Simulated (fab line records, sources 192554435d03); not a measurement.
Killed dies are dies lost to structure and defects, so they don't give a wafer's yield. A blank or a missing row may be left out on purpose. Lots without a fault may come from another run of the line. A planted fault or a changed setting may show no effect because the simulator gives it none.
Chamber matching | flow n5_finfet | N5_BEOL_M0_STRIP_142 on rie_diel-01: 4 sister chambers
The step strips in N2/H2, time 10 s. 8 wafers are shown with their chamber, then 11 later ones without.

WAFERS WITH THEIR CHAMBER
wafer  | chamber | drypump_motor_current_A (A) | throttle_valve_pct (%)
L078.1 | 2       | 5.6                         | 23.51
L080.2 | 3       | 5.7                         | 23.97
L080.6 | 0       | 5.2                         | 23.51
L087.4 | 0       | 5.2                         | 23.54
L087.6 | 2       | 5.5                         | 23.54
L090.1 | 3       | 5.7                         | 24.01
L090.5 | 1       | 6.1                         | 23.45
L091.2 | 1       | 6.1                         | 23.42

WAFERS WITHOUT THEIR CHAMBER
wafer  | drypump_motor_current_A (A) | throttle_valve_pct (%)
L091.3 | 5.6                         | 23.55
L091.4 | 5.2                         | 23.54
L092.1 | 5.5                         | 23.55
L092.2 | 5.6                         | 24.02
L092.6 | 5.2                         | 23.53
L093.3 | 5.5                         | 23.56
L093.5 | 5.5                         | 23.55
L093.6 | 6.1                         | 23.44
L094.1 | 5.5                         | 23.56
L094.4 | 6.1                         | 23.46
L094.5 | 5.2                         | 23.55

WHICH CHAMBER EACH WENT THROUGH
wafer  | from the rows above | in truth
L091.3 | 2                   | 2
L091.4 | 0                   | 0
L092.1 | 2                   | 2
L092.2 | 3                   | 3
L092.6 | 0                   | 0
L093.3 | 2                   | 2
L093.5 | 2                   | 2
L093.6 | 1                   | 1
L094.1 | 2                   | 2
L094.4 | 1                   | 1
L094.5 | 0                   | 0
Placed correctly: 11 of 11. Can't be placed from these rows: 0. Placed wrongly: 0.
How it was worked out, from the rows above alone: a wafer's distance from a chamber is the root of the sum, over the readings, of the square of ((its reading less the chamber's mean) divided by the reading's scatter). The wafer belongs to the nearest chamber; if the next one is less than 2 further off, it can't be placed. A chamber's mean is the mean of its shown wafers. The scatter: the root of (the sum of the squares of (reading less its chamber's mean) over the shown wafers, divided by (wafers less chambers)).
